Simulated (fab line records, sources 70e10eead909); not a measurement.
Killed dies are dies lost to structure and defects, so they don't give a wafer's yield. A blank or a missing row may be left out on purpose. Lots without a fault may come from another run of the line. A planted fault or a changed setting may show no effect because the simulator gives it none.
A struck lot beside a sound one | flow nand_harc | 40 steps out of a route of 1302
Sound: wafers L811.2, L811.4, L811.6. Struck: wafers L805.2, L805.4, L805.5. The cause comes at the end.
At each step with rows: each side's tool, then ch and its chambers, then its first start. Under that, the readings that differ: sound wafers | struck wafers | difference of the means | sigmas: that difference in standard deviations of wafers without a fault.
alike: readings whose means differ by less than 2 such deviations, and words and numbers that are the same on both sides. not compared: withheld readings, readings that some wafer has no value for, bounds like >300 that may hide the same value, and numbers for which the record gives no deviation and whose values overlap.
The two part at a step that has a row with sigmas, a row that says differs or no value, or rows on one side only. Numbers that don't overlap but have no deviation are shown without sigmas and don't part them. A reading that every wafer of one side lacks parts them only if that side has two wafers or more.

first, 5 steps without rows for these wafers: NHARC_A_STAIRCASE_EBR_246; NHARC_A_STAIRCASE_EXPOSE_247 (exposes mask SDS 1); NHARC_A_STAIRCASE_PEB_248 (peb time 130 s); NHARC_A_STAIRCASE_DEVELOP_249 (time 140 s); NHARC_A_STAIRCASE_HARDBAKE_251 (time 140 s).
NHARC_A_STAIRCASE_DESCUM_252: chemistry O2, time 3 s.
  sound on rie_diel-02 ch 1,2,3, day 23 04:02; struck on rie_diel-02 ch 0,3, day 20 20:26
  alike: drypump_motor_current_A, oes_product_au, rf_vpp_V, showerhead_plenum_p_Torr, throttle_valve_pct
  not compared: rf_hours_counter_h
NHARC_A_STAIRCASE_ETCH_253: etches the open film in C4F8/O2, target depth 50 nm, time 20.2 s.
  sound on rie_diel-02 ch 0,1,2, day 23 04:07; struck on rie_diel-02 ch 0,2, day 20 20:33
  alike: oes_product_au, rf_vpp_V
  not compared: rf_hours_counter_h
then, 4 steps without rows for these wafers: NHARC_A_STAIRCASE_STRIP_254 (strips in O2); NHARC_A_STAIRCASE_STRIP_255 (strips in SPM, time 900 s); NHARC_A_STAIRCASE_PRECLEAN_256 (cleans in SC1); NHARC_A_STAIRCASE_SRD_257.
NHARC_A_STAIRCASE_HM_DEP_456: deposits aC, target thk 3100 nm.
  sound on acl_dep-02 ch 0, day 23 06:41; struck on acl_dep-01 ch 0, day 20 21:45
  alike: throttle_valve_pct
then, 10 steps without rows for these wafers: NHARC_A_STAIRCASE_DEP_259 (deposits SiON, target thk 30 nm); NHARC_A_STAIRCASE_DEHYDRATE_260 (time 120 s); NHARC_A_STAIRCASE_HMDS_261 (time 30 s); NHARC_A_STAIRCASE_COAT_262; NHARC_A_STAIRCASE_SOFTBAKE_263 (time 170 s); NHARC_A_STAIRCASE_EBR_264; NHARC_A_STAIRCASE_EXPOSE_265 (exposes mask CHOP 200); NHARC_A_STAIRCASE_PEB_266 (peb time 130 s); NHARC_A_STAIRCASE_DEVELOP_267 (time 140 s); NHARC_A_STAIRCASE_HARDBAKE_269 (time 140 s).
NHARC_A_STAIRCASE_DESCUM_270: chemistry O2, time 3 s.
  sound on rie_diel-12 ch 1,2, day 23 09:15; struck on rie_diel-12 ch 0,3, day 21 00:09
  alike: drypump_motor_current_A, oes_product_au, rf_vpp_V, showerhead_plenum_p_Torr, throttle_valve_pct
  not compared: rf_hours_counter_h
then, 4 steps without rows for these wafers: NHARC_A_STAIRCASE_ETCH_271 (etches the open film in CF4/CHF3); NHARC_A_STAIRCASE_HM_OPEN_457 (chemistry O2/COS); NHARC_A_STAIRCASE_STRIP_458 (strips in O2/COS); NHARC_A_STAIRCASE_ETCH_451 (etches the open film in CF4/O2, target depth 30 nm, overetch 3 nm, time 16.5 s).
NHARC_A_STAIRCASE_ETCH_273: etches the open film in C4F8/O2/Ar, target depth 10200 nm, time 2468.6 s.
  sound on rie_diel-12 ch 0,1,2; struck on rie_diel-12 ch 1,2
  alike: oes_product_au, rf_vpp_V
  not compared: rf_hours_counter_h
then, 5 steps without rows for these wafers: NHARC_A_STAIRCASE_STRIP_274 (strips in O2); NHARC_A_STAIRCASE_STRIP_275 (strips in SPM, time 900 s); NHARC_A_STAIRCASE_PRECLEAN_276 (cleans in SC1); NHARC_A_STAIRCASE_SRD_277; NHARC_A_STAIRCASE_HM_DEP_459 (deposits aC, target thk 1500 nm).
NHARC_A_STAIRCASE_DEP_280: deposits SiON, target thk 30 nm.
  sound on pecvd-02 ch 1,2, day 23 14:22; struck on pecvd-02 ch 0,1, day 21 05:55
  alike: heater_power_w
then, 5 steps without rows for these wafers: NHARC_A_STAIRCASE_DEHYDRATE_281 (time 120 s); NHARC_A_STAIRCASE_HMDS_282 (time 30 s); NHARC_A_STAIRCASE_COAT_283; NHARC_A_STAIRCASE_SOFTBAKE_284 (time 170 s); NHARC_A_STAIRCASE_EBR_285.
-- the record jumps here: 8 days lie between the struck wafers' starts before and after (it left off in module A_STAIRCASE and takes up again in module END, whose first step shown is number 1302 of the route) --
NHARC_END_SORT_01:
  the record has rows for the struck wafers here (prober-02 ch 0, day 29 04:47) and none for the sound ones

WHERE THEY PART
Only at NHARC_END_SORT_01, within this record.

WHY: what the simulator had put in
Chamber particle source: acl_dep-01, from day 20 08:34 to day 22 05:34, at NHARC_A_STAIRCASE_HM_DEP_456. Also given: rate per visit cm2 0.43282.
